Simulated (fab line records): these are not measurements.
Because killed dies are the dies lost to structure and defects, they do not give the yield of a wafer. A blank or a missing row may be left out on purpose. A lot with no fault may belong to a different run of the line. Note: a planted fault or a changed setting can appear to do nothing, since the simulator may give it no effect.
Which tool was responsible? -- flow nand_harc -- at 1 step of a route of 1302, 22 lots with 66 wafers sampled

WHAT THE GAUGES SHOWED, per wafer
NHARC_A_CHANNEL_FILL_D2_INSPECT_13. Usual: raw_defect_count 428, standard deviation 170.
lot,measured,on,raw_defect_count,flag
L074,day 15 02:12,defect_inspect-02,355 275 326,
L075,day 16 06:34,defect_inspect-01,440 329 304,
L076,day 16 06:44,defect_inspect-01,389 522 368,
L078,day 16 20:02,defect_inspect-02,634 375 580,
L077,day 17 04:49,defect_inspect-01,390 292 362,
L081,day 17 23:52,defect_inspect-01,424 279 324,
L080,day 18 07:56,defect_inspect-02,473 290 362,
L084,day 19 03:28,defect_inspect-02,388 415 373,
L082,day 19 03:28,defect_inspect-01,670 595 565,
L083,day 19 15:45,defect_inspect-01,225 174 397,
L086,day 19 21:44,defect_inspect-02,419 489 573,
L085,day 19 21:44,defect_inspect-01,413 406 489,
L087,day 20 18:11,defect_inspect-01,547 412 309,
L089,day 22 01:27,defect_inspect-01,534 380 400,
L088,day 22 01:37,defect_inspect-01,325 415 327,
L090,day 22 05:44,defect_inspect-01,208 253 228,
L092,day 23 05:02,defect_inspect-02,390 601 525,
L093,day 23 21:29,defect_inspect-01,724 522 584,
L094,day 23 21:29,defect_inspect-02,378 217 285,
L095,day 24 01:04,defect_inspect-02,320 285 316,
L096,day 24 23:34,defect_inspect-01,596 349 341,
L097,day 25 20:34,defect_inspect-02,643 559 773,

EACH LOT AND THE TOOL THAT RAN IT (in order: tool; ch and the chambers of the sampled wafers; start)
There is no process step in the record ahead of these readings.

WHAT THE TOOLS THEMSELVES READ (means of the sampled wafers that have a number; where no wafer has one, the mark that the record gives instead)
The record holds no such reading with a usual standard deviation.

THE ANSWER, worked out from the rows above alone
Rule: take the mean of a lot's wafers that have a number; if it is more than 3 standard deviations from the usual mean, the lot is off. Also off: a lot with no number at a reading for which 4 or more lots have one. All remaining lots with rows at the step are treated as sound. Order of review: gauges by route order, followed by the tools' own readings, for which a lot's mean as printed above is used. At the first step where some lot is off, the reading lying furthest off is the one used; lots without a number count as furthest.
None of the lots is off at any reading shown; this tells nothing.

WHAT WAS PUT IN BY THE SIMULATOR
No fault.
